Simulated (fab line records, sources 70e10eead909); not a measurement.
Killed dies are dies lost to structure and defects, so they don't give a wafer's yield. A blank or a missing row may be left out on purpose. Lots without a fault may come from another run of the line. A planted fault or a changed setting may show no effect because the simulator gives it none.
fab line records | flow nand_harc | part 1 of 2: steps 1 to 21 of 29
record lots=5 wafers=15 last_day=34
route steps=1302 shown A_STAIRCASE@809
lots that met no fault: from a run of the same line without faults
start_h: hours from the record's first day to the start of the lot's first wafer shown | wait_h: hours since the lot's step before | " the same as in the row above | L1.1+2: a row that stands for several wafers | - no value, or no start given | * or withheld: withheld | < > ~ a bound
route shown NAME@n: a module of which the file shows steps, and the number in the route of the first | usual: mean/standard deviation of fault-free wafers | same: alike in all rows | chamber/n: place in a boat | sites: the reading at each site | _std_site: their standard deviation | _edge_site: outer sites' mean less inner sites' | radius_mm: how far each site lies from the wafer's centre | mask NAME#n: copy n | behind: the tool/chamber that last shaped the wafer | hold: why the lot was held/for how many hours/how that ended | device: the transistor (n, p or np) that didn't switch | end of line: the same wafers' tests at the end of the route | a step without rows: its recipe alone | killed: dies lost to structure and defects at the first sort, not the wafer's yield | map: a wafer's dies, x killed, . not, _ none there
set.NAME: the setting as run; set.NAME@STEP: as run at that earlier step | model.NAME: the simulator's own value behind a step, which no gauge read
lots at some steps of the route; a table a step, a row a wafer
services: from which hour (start_h, from the record's first day; less than 0 if before it) a tool's chamber was out of use, for how many hours, and why
## steps
# step NHARC_A_STAIRCASE_HM_OPEN_460
# recipe o2_flow_sccm=400 cos_flow_sccm=20 ar_flow_sccm=0 rf_w=500 bias_w=300 chemistry=O2/COS
# usual drypump_motor_current_A=5.9/0.56 oes_product_au=1.000/0.0081 rf_vpp_V=467/3.1 showerhead_plenum_p_Torr=3.10/0.14 throttle_valve_pct=28.331/0.0087
# columns lot.wafer tool chamber start_h wait_h drypump_motor_current_A oes_product_au rf_hours_counter_h rf_vpp_V showerhead_plenum_p_Torr throttle_valve_pct
L082.4 rie_diel-04 0 - - 6.1 0.997 46 462 2.92 28.333
L082.3 " 3 " " 6.0 0.999 40 464 3.03 28.332
L082.5 " 0 " " 6.0 0.997 - 464 2.92 28.324
L088.3 rie_diel-07 0 - - 6.0 1.001 9 469 3.16 28.345
L088.1 " 3 " " 5.1 0.987 11 463 3.01 28.333
L088.6 " 1 " " 6.1 0.988 - 471 3.31 28.314
L090.1 rie_diel-07 2 - - 6.5 1.005 21 468 3.12 28.329
L090.6 " 3 " " 5.1 0.998 - 465 3.01 28.339
L090.5 " 2 " " 6.5 1.008 - 467 3.12 28.327
L097.3 rie_diel-02 2 - - 5.4 1.007 12 463 2.92 28.317
L097.2 " 0 " " 4.9 1.006 15 472 3.34 28.335
L097.6 " 1 " " 5.7 1.003 - 465 2.99 28.335
L096.1 rie_diel-04 3 - - 6.0 1.009 27 464 3.01 28.322
L096.3 " 0 " " 6.0 1.000 28 474 3.36 28.317
L096.4 " 1 " " 6.7 1.010 28 468 3.18 28.334
# step NHARC_A_STAIRCASE_STRIP_461
# recipe o2_flow_sccm=400 cos_flow_sccm=20 ar_flow_sccm=0 bias_w=0 chemistry=O2/COS
# columns lot.wafer tool chamber start_h wait_h
L082.4+3+5 rie_diel-04 3,1,0 - -
L088.3+1+6 rie_diel-07 3,0,2 - -
L090.1+5+6 rie_diel-07 2,1,2 - -
L097.3+2+6 rie_diel-02 0,3,0 - -
L096.4+3+1 rie_diel-04 0,1,3 - -
# step NHARC_A_STAIRCASE_ETCH_452
# recipe target_depth_a=300 overetch_a=30 time_s=16.5 ion_energy_ev=100 cf4_flow_sccm=80 o2_flow_sccm=20 ar_flow_sccm=0 rf_w=300 bias_w=100 chemistry=CF4/O2
# usual drypump_motor_current_A=5.9/0.53 oes_product_au=0.999/0.0087 rf_vpp_V=197.6/1.5 showerhead_plenum_p_Torr=1.32/0.061 throttle_valve_pct=13.397/0.0091
# columns lot.wafer tool chamber start_h wait_h drypump_motor_current_A oes_product_au rf_hours_counter_h rf_vpp_V showerhead_plenum_p_Torr throttle_valve_pct
L082.4 rie_diel-04 0 - - 6.0 1.001 47 197.1 1.24 13.389
L082.3 " 2 " " 6.3 0.991 39 197.6 1.28 13.401
L082.5 " 0 " " 6.1 0.996 - 194.5 1.24 13.393
L088.3 rie_diel-07 0 - - 6.0 1.001 9 196.9 1.35 13.396
L088.1 " 1 " " 6.1 1.005 12 199.0 1.42 13.394
L088.6 " 0 " " 6.0 0.995 - 198.8 1.35 13.414
L090.1 rie_diel-07 1 - - 6.1 1.006 20 199.3 1.41 13.400
L090.6 " 2 " " 6.5 1.003 - 199.6 1.33 13.389
L090.5 " 1 " " 6.1 0.997 - 200.3 1.42 13.399
L097.3 rie_diel-02 3 - - 5.4 0.998 14 196.4 1.31 13.382
L097.2 " 2 " " 5.4 0.992 12 195.4 1.25 13.397
L097.6 " 3 " " 5.4 0.991 - 197.0 1.31 13.392
L096.1 rie_diel-04 3 - - 6.0 1.002 27 197.6 1.29 13.397
L096.3 " 0 " " 6.0 1.007 28 199.9 1.44 13.399
L096.4 " 2 " " 6.3 1.002 26 197.0 1.28 13.395
# step NHARC_A_STAIRCASE_ETCH_294
# recipe target_depth_a=49890 time_s=1211.6 ion_energy_ev=800 c4f8_flow_sccm=80 o2_flow_sccm=60 ar_flow_sccm=withheld rf_w=600 bias_w=3000 chemistry=C4F8/O2/Ar
# usual oes_product_au=0.931/0.009 rf_vpp_V=1825/12
# columns lot.wafer tool chamber start_h wait_h oes_product_au rf_hours_counter_h rf_vpp_V
L082.4 rie_diel-04 0 - - 0.921 47 1808
L082.3 " 3 " " 0.915 40 1819
L082.5 " 1 " " 0.927 - 1834
L088.1 rie_diel-07 0 - - 0.935 10 1831
L088.3 " 3 " " 0.932 11 1818
L088.6 " 1 " " 0.941 - 1840
L090.1 rie_diel-07 2 - - 0.944 21 1826
L090.6 " 2 " " 0.926 - 1827
L090.5 " 1 " " 0.924 - 1841
L097.2 rie_diel-02 0 - - 0.937 16 1843
L097.3 " 2 " " 0.933 12 1809
L097.6 " 0 " " 0.946 - 1844
L096.3 rie_diel-04 0 - - 0.924 28 1846
L096.4 " 1 " " 0.922 28 1830
L096.1 " 2 " " 0.944 26 1816
# step NHARC_A_STAIRCASE_STRIP_295
# recipe o2_flow_sccm=500 ar_flow_sccm=0 bias_w=0 chemistry=O2
# usual drypump_motor_current_A=6.0/0.53 oes_product_au=0.999/0.0078 rf_vpp_V=57.7/0.97 showerhead_plenum_p_Torr=3.50/0.16 throttle_valve_pct=17.037/0.0089
# columns lot.wafer tool chamber start_h wait_h drypump_motor_current_A oes_product_au rf_hours_counter_h rf_vpp_V showerhead_plenum_p_Torr throttle_valve_pct
L082.3 rie_diel-04 1 - - 6.7 0.995 43 57.3 3.62 17.040
L082.4 " 3 " " 6.0 1.010 40 58.2 3.43 17.034
L082.5 " 1 " " 6.8 1.001 - 57.5 3.62 17.031
L088.1 rie_diel-07 1 - - 6.1 0.990 13 57.3 3.73 17.047
L088.3 " 2 " " 6.5 1.002 13 59.4 3.53 17.027
L088.6 " 1 " " 6.1 0.993 - 57.6 3.73 17.040
L090.1 rie_diel-07 1 - - 6.1 1.005 21 59.2 3.73 17.030
L090.6 " 3 " " 5.1 1.001 - 57.5 3.40 17.054
L090.5 " 1 " " 6.1 1.014 - 56.7 3.73 17.031
L097.3 rie_diel-02 1 - - 5.7 1.002 14 58.1 3.38 17.036
L097.2 " 3 " " 5.3 1.004 14 56.7 3.45 17.027
L097.6 " 2 " " 5.4 0.989 - 58.2 3.30 17.049
L096.1 rie_diel-04 0 - - 6.1 1.006 29 58.5 3.79 17.042
L096.4 " 1 " " 6.8 1.010 29 57.6 3.59 17.031
L096.3 " 2 " " 6.3 1.003 26 58.2 3.38 17.049
# step NHARC_A_STAIRCASE_STRIP_296
# recipe time_s=900 temp_c=130 chemistry=SPM
# usual bath_heat_duty_pct=14.6/1.6
# columns lot.wafer tool chamber start_h wait_h bath_heat_duty_pct
L082.3 wet_bench-09 0 479.77 - 15.0
L082.4 " 3 " " 13.1
L082.5 " 4 " " 15.3
L088.1 wet_bench-09 6 525.85 - 14.2
L088.3 " 0 " " 15.1
L088.6 " 1 " " 13.1
L090.1 wet_bench-02 5 550.45 - 14.3
L090.6 " 6 " " 14.5
L090.5 " 7 " " 13.8
L097.6 wet_bench-09 4 618.63 - 13.8
L097.2 " 5 " " 16.0
L097.3 " 6 " " 14.3
L096.4 wet_bench-02 5 622.88 - 12.8
L096.1 " 6 " " 13.2
L096.3 " 7 " " 13.7
# step NHARC_A_STAIRCASE_PRECLEAN_297
# recipe time_s=* temp_c=50 bath_age_min=0 chemistry=SC1
# usual bath_heat_duty_pct=7.0/0.93 sc1_h2o2_end_mol_l=0.3698/0.00061
# columns lot.wafer tool chamber start_h wait_h bath_heat_duty_pct sc1_h2o2_end_mol_l
L082.3 wet_bench-09 0 - - 7.9 0.3694
L082.4 " 3 " " 5.5 0.3692
L082.5 " 4 " " 7.1 0.3701
L088.1 wet_bench-09 6 - - 6.4 0.3691
L088.3 " 0 " " 7.7 0.3695
L088.6 " 1 " " 7.6 0.3706
L090.1 wet_bench-02 5 - - 5.7 0.3699
L090.6 " 6 " " 7.2 0.3697
L090.5 " 7 " " 6.8 0.3687
L097.6 wet_bench-09 4 - - 6.1 0.3686
L097.2 " 5 " " 7.4 0.3709
L097.3 " 6 " " 6.1 0.3700
L096.4 wet_bench-02 5 - - 5.9 0.3694
L096.1 " 6 " " 7.5 0.3685
L096.3 " 7 " " 7.0 0.3709
# step NHARC_A_STAIRCASE_SRD_298
# columns lot.wafer tool chamber start_h wait_h
L082.3+4+5 wet_bench-09 0,3,4 - -
L088.1+3+6 wet_bench-09 6,0,1 - -
L090.1+6+5 wet_bench-02 5,6,7 - -
L097.6+2+3 wet_bench-09 4,5,6 - -
L096.4+1+3 wet_bench-02 5,6,7 - -
# step NHARC_A_STAIRCASE_HM_DEP_462
# recipe target_thk_a=8000 temp_c=400 material=aC
# usual throttle_valve_pct=35.001/0.0087
# columns lot.wafer tool chamber start_h wait_h throttle_valve_pct
L082.3 acl_dep-03 0 481.16 0.9 35.000
L082.4 " 0 " " 34.996
L082.5 " 0 " " 34.998
L088.1 acl_dep-01 0 529.88 3.6 35.006
L088.3 " 0 " " 34.994
L088.6 " 0 " " 35.002
L090.1 acl_dep-01 0 552.55 1.6 34.999
L090.5 " 0 553.77 2.8 34.983
L090.6 " 0 " " 35.008
L097.2 acl_dep-01 0 623.53 4.5 35.008
L097.3 " 0 " " 35.007
L097.6 " 0 " " 34.998
L096.1 acl_dep-03 0 625.84 2.5 35.004
L096.3 " 0 " " 35.010
L096.4 " 0 " " 35.015
# step NHARC_A_STAIRCASE_DEP_301
# recipe target_thk_a=300 target_thk_nm=30 temp_c=400 pressure_torr=3.5 flow_sccm=200 rf_w=350 material=SiON
# usual heater_power_w=749/95
# columns lot.wafer tool chamber start_h wait_h heater_power_w
L082.3 pecvd-03 1 482.46 1.0 668
L082.5 " 0 " " 877
L082.4 " 1 " " 671
L088.1 pecvd-04 2 531.75 1.6 533
L088.3 " 1 " " 744
L088.6 " 2 " " 559
L090.1 pecvd-02 1 554.46 1.6 773
L090.5 " 2 " " 902
L090.6 " 0 " " 805
L097.3 pecvd-02 1 625.15 1.0 777
L097.2 " 2 " " 779
L097.6 " 1 " " 813
L096.3 pecvd-04 0 627.72 1.0 845
L096.1 " 1 " " 723
L096.4 " 2 " " 665
# step NHARC_A_STAIRCASE_DEHYDRATE_302
# recipe temp_c=150 time_s=120
# usual chill_plate_temp_C=22.99/0.13
# columns lot.wafer tool chamber start_h wait_h chill_plate_temp_C
L082.3 litho_track-02 0 482.67 0.2 23.14
L082.4 " 0 " " 23.13
L082.5 " 0 " " 22.96
L088.1 litho_track-02 0 532.03 0.2 22.86
L088.3 " 0 " " 22.90
L088.6 " 0 " " 22.69
L090.1 litho_track-05 0 554.68 0.2 22.91
L090.5 " 0 " " 22.89
L090.6 " 0 " " 23.04
L097.2 litho_track-05 0 625.39 0.2 22.93
L097.3 " 0 " " 22.83
L097.6 " 0 " " 22.92
L096.1 litho_track-02 0 627.99 0.2 22.95
L096.3 " 0 " " 22.84
L096.4 " 0 " " 23.07
# step NHARC_A_STAIRCASE_HMDS_303
# recipe time_s=30
# usual chill_plate_temp_C=23.03/0.1
# columns lot.wafer tool chamber start_h wait_h chill_plate_temp_C
L082.3 litho_track-02 0 - - 23.14
L082.4 " 0 " " 23.19
L082.5 " 0 " " 23.14
L088.1 litho_track-02 0 - - 23.03
L088.3 " 0 " " 23.17
L088.6 " 0 " " 22.90
L090.1 litho_track-05 0 - - 23.00
L090.5 " 0 " " 22.90
L090.6 " 0 " " 22.90
L097.2 litho_track-05 0 - - 22.95
L097.3 " 0 " " 23.08
L097.6 " 0 " " 23.01
L096.1 litho_track-02 0 - - 23.00
L096.3 " 0 " " 22.87
L096.4 " 0 " " 23.10
# step NHARC_A_STAIRCASE_COAT_304
# recipe spin_rpm=1200
# usual chill_plate_temp_C=23.01/0.12
# columns lot.wafer tool chamber start_h wait_h chill_plate_temp_C
L082.3 litho_track-02 0 - - 23.11
L082.4 " 0 " " 23.03
L082.5 " 0 " " 22.88
L088.1 litho_track-02 0 - - 22.85
L088.3 " 0 " " 22.88
L088.6 " 0 " " 22.76
L090.1 litho_track-05 0 - - 22.93
L090.5 " 0 " " 23.12
L090.6 " 0 " " 23.04
L097.2 litho_track-05 0 - - 22.86
L097.3 " 0 " " 22.88
L097.6 " 0 " " 22.91
L096.1 litho_track-02 0 - - 23.01
L096.3 " 0 " " 22.92
L096.4 " 0 " " 23.02
# step NHARC_A_STAIRCASE_SOFTBAKE_305
# recipe temp_c=135 time_s=170
# usual chill_plate_temp_C=23.00/0.092
# columns lot.wafer tool chamber start_h wait_h chill_plate_temp_C
L082.3 litho_track-02 0 - - 23.09
L082.4 " 0 " " 22.92
L082.5 " 0 " " 23.00
L088.1 litho_track-02 0 - - 22.84
L088.3 " 0 " " 22.98
L088.6 " 0 " " 22.91
L090.1 litho_track-05 0 - - 23.06
L090.5 " 0 " " 22.96
L090.6 " 0 " " 22.85
L097.2 litho_track-05 0 - - 22.99
L097.3 " 0 " " 22.94
L097.6 " 0 " " 22.94
L096.1 litho_track-02 0 - - 22.94
L096.3 " 0 " " 23.17
L096.4 " 0 " " 22.93
# step NHARC_A_STAIRCASE_EBR_306
# usual chill_plate_temp_C=22.99/0.1
# columns lot.wafer tool chamber start_h wait_h chill_plate_temp_C
L082.3 litho_track-02 0 - - 23.06
L082.4 " 0 " " 23.09
L082.5 " 0 " " 22.94
L088.1 litho_track-02 0 - - 22.91
L088.3 " 0 " " 22.94
L088.6 " 0 " " 23.07
L090.1 litho_track-05 0 - - 22.90
L090.5 " 0 " " 23.10
L090.6 " 0 " " 22.97
L097.2 litho_track-05 0 - - 23.03
L097.3 " 0 " " 22.92
L097.6 " 0 " " 22.75
L096.1 litho_track-02 0 - - 23.01
L096.3 " 0 " " 23.11
L096.4 " 0 " " 23.01
# step NHARC_A_STAIRCASE_EXPOSE_307
# recipe na=0.5 dose_mj=45.72 mask_id=CHOP_50
# usual exposure_dose_mJ_cm2=45.68/0.053 stage_vel_mm_s=499.94/0.25
# columns lot.wafer tool chamber start_h wait_h mask exposure_dose_mJ_cm2 stage_vel_mm_s
L082.3 krf_scanner-01 0 483.02 - CHOP_50#0 45.60 499.39
L082.4 " 0 " " CHOP_50#0 45.64 499.23
L082.5 " 0 " " CHOP_50#0 45.68 499.65
L088.1 krf_scanner-02 0 532.23 - CHOP_50#0 45.68 500.16
L088.3 " 0 " " CHOP_50#0 45.79 499.92
L088.6 " 0 " " CHOP_50#0 45.75 500.06
L090.1 krf_scanner-04 0 554.88 - CHOP_50#0 45.71 499.96
L090.5 " 0 " " CHOP_50#0 45.68 499.99
L090.6 " 0 " " CHOP_50#0 45.69 500.34
L097.2 krf_scanner-04 0 625.73 - CHOP_50#0 45.64 499.81
L097.3 " 0 " " CHOP_50#0 45.61 499.78
L097.6 " 0 " " CHOP_50#0 45.57 499.92
L096.1 krf_scanner-04 0 628.20 - CHOP_50#0 45.73 500.03
L096.3 " 0 " " CHOP_50#0 45.63 500.14
L096.4 " 0 " " CHOP_50#0 45.65 500.07
# step NHARC_A_STAIRCASE_PEB_308
# recipe peb_temp_c=115 peb_time_s=130
# usual chill_plate_temp_C=23.00/0.1
# columns lot.wafer tool chamber start_h wait_h chill_plate_temp_C
L082.3 litho_track-02 0 483.07 0.1 23.04
L082.4 " 0 " " 22.92
L082.5 " 0 " " 23.12
L088.1 litho_track-02 0 532.30 0.1 23.01
L088.3 " 0 " " 23.00
L088.6 " 0 " " 22.99
L090.1 litho_track-05 0 554.95 0.1 23.01
L090.5 " 0 " " 23.00
L090.6 " 0 " " 23.02
L097.2 litho_track-02 0 625.79 0.1 22.82
L097.3 " 0 " " 22.76
L097.6 " 0 " " 22.84
L096.1 litho_track-02 0 628.26 0.1 22.94
L096.3 " 0 " " 23.10
L096.4 " 0 " " 22.90
# step NHARC_A_STAIRCASE_DEVELOP_309
# recipe time_s=140
# usual chill_plate_temp_C=22.99/0.11
# columns lot.wafer tool chamber start_h wait_h chill_plate_temp_C
L082.3 litho_track-02 0 - - 22.99
L082.4 " 0 " " 23.02
L082.5 " 0 " " 23.15
L088.1 litho_track-02 0 - - 22.91
L088.3 " 0 " " 22.92
L088.6 " 0 " " 23.04
L090.1 litho_track-05 0 - - 22.92
L090.5 " 0 " " 22.90
L090.6 " 0 " " 22.98
L097.2 litho_track-02 0 - - 22.98
L097.3 " 0 " " 22.92
L097.6 " 0 " " 22.90
L096.1 litho_track-02 0 - - 22.91
L096.3 " 0 " " 22.98
L096.4 " 0 " " 22.88
# step NHARC_A_STAIRCASE_HARDBAKE_311
# recipe temp_c=120 time_s=140
# usual chill_plate_temp_C=23.00/0.096
# columns lot.wafer tool chamber start_h wait_h chill_plate_temp_C
L082.3 litho_track-05 0 483.30 - 23.05
L082.4 " 0 " " 23.03
L082.5 " 0 " " 22.97
L088.1 litho_track-03 0 532.52 - 22.89
L088.3 " 0 " " 23.14
L088.6 " 0 " " 22.96
L090.1 litho_track-05 0 555.16 - 22.99
L090.5 " 0 " " 22.93
L090.6 " 0 " " 23.01
L097.2 litho_track-02 0 626.01 - 23.15
L097.3 " 0 " " 23.17
L097.6 " 0 " " 23.22
L096.1 litho_track-02 0 628.48 - 22.94
L096.3 " 0 " " 23.10
L096.4 " 0 " " 23.08
# step NHARC_A_STAIRCASE_DESCUM_312
# recipe time_s=3 o2_flow_sccm=200 ar_flow_sccm=0 bias_power_w=0 chemistry=O2
# usual drypump_motor_current_A=5.8/0.55 oes_product_au=0.995/0.0089 rf_vpp_V=57.8/0.89 showerhead_plenum_p_Torr=1.90/0.092 throttle_valve_pct=11.310/0.0096
# columns lot.wafer tool chamber start_h wait_h drypump_motor_current_A oes_product_au rf_hours_counter_h rf_vpp_V showerhead_plenum_p_Torr throttle_valve_pct
L082.3 rie_diel-04 2 483.39 - 6.3 1.001 41 57.3 1.84 11.307
L082.4 " 0 " " 6.1 0.994 49 58.3 1.78 11.315
L082.5 " 2 " " 6.3 1.004 - 57.6 1.84 11.317
L088.3 rie_diel-07 3 532.70 - 5.1 0.985 16 57.9 1.84 11.332
L088.1 " 1 " " 6.1 0.990 16 57.6 2.03 11.317
L088.6 " 2 " " 6.5 1.004 - 57.5 1.91 11.312
L090.1 rie_diel-02 0 555.27 - 4.9 1.005 50 59.0 2.06 11.307
L090.5 " 2 " " 5.4 0.994 - 56.3 1.79 11.295
L090.6 " 3 " " 5.3 0.985 - 58.4 1.88 11.327
L097.3 rie_diel-07 3 626.11 - 5.1 1.004 42 57.9 1.83 11.330
L097.2 " 0 " " 6.1 1.010 41 57.2 1.93 11.307
L097.6 " 2 " " 6.5 1.010 - 58.0 1.90 11.313
L096.4 rie_diel-04 3 628.57 - 6.0 1.003 30 57.1 1.84 11.305
L096.1 " 0 " " 6.0 0.994 30 58.9 2.07 11.298
L096.3 " 1 " " 6.8 0.997 30 58.5 1.95 11.314
# step NHARC_A_STAIRCASE_ETCH_313
# recipe cf4_flow_sccm=100 chf3_flow_sccm=30 ar_flow_sccm=0 rf_w=500 bias_w=200 chemistry=CF4/CHF3
# usual drypump_motor_current_A=5.7/0.53 oes_product_au=0.926/0.015 rf_vpp_V=370.1/2.5 showerhead_plenum_p_Torr=1.56/0.071 throttle_valve_pct=16.802/0.0086
# columns lot.wafer tool chamber start_h wait_h drypump_motor_current_A oes_product_au rf_hours_counter_h rf_vpp_V showerhead_plenum_p_Torr throttle_valve_pct
L082.4 rie_diel-04 3 483.47 0.1 6.0 0.917 42 369.3 1.53 16.790
L082.3 " 0 " " 6.0 0.911 49 368.5 1.47 16.801
L082.5 " 2 " " 6.4 0.931 - 369.3 1.52 16.817
L088.1 rie_diel-07 3 532.85 0.1 5.1 0.919 16 369.5 1.52 16.812
L088.3 " 2 " " 6.5 0.924 16 370.8 1.57 16.787
L088.6 " 0 " " 6.1 0.923 - 372.1 1.59 16.794
L090.1 rie_diel-02 1 555.36 0.1 5.7 0.908 41 368.0 1.51 16.789
L090.6 " 3 " " 5.3 0.917 - 371.5 1.54 16.803
L090.5 " 0 " " 4.9 0.918 - 374.5 1.69 16.792
L097.2 rie_diel-07 3 626.18 0.1 5.1 0.914 42 367.7 1.51 16.805
L097.3 " 1 " " 6.1 0.942 48 374.7 1.66 16.793
L097.6 " 3 " " 5.1 0.918 - 369.7 1.51 16.802
L096.1 rie_diel-04 2 628.66 0.1 6.3 0.922 29 368.9 1.50 16.807
L096.4 " 3 " " 6.0 0.922 30 368.5 1.52 16.805
L096.3 " 0 " " 6.1 0.921 30 373.2 1.69 16.804
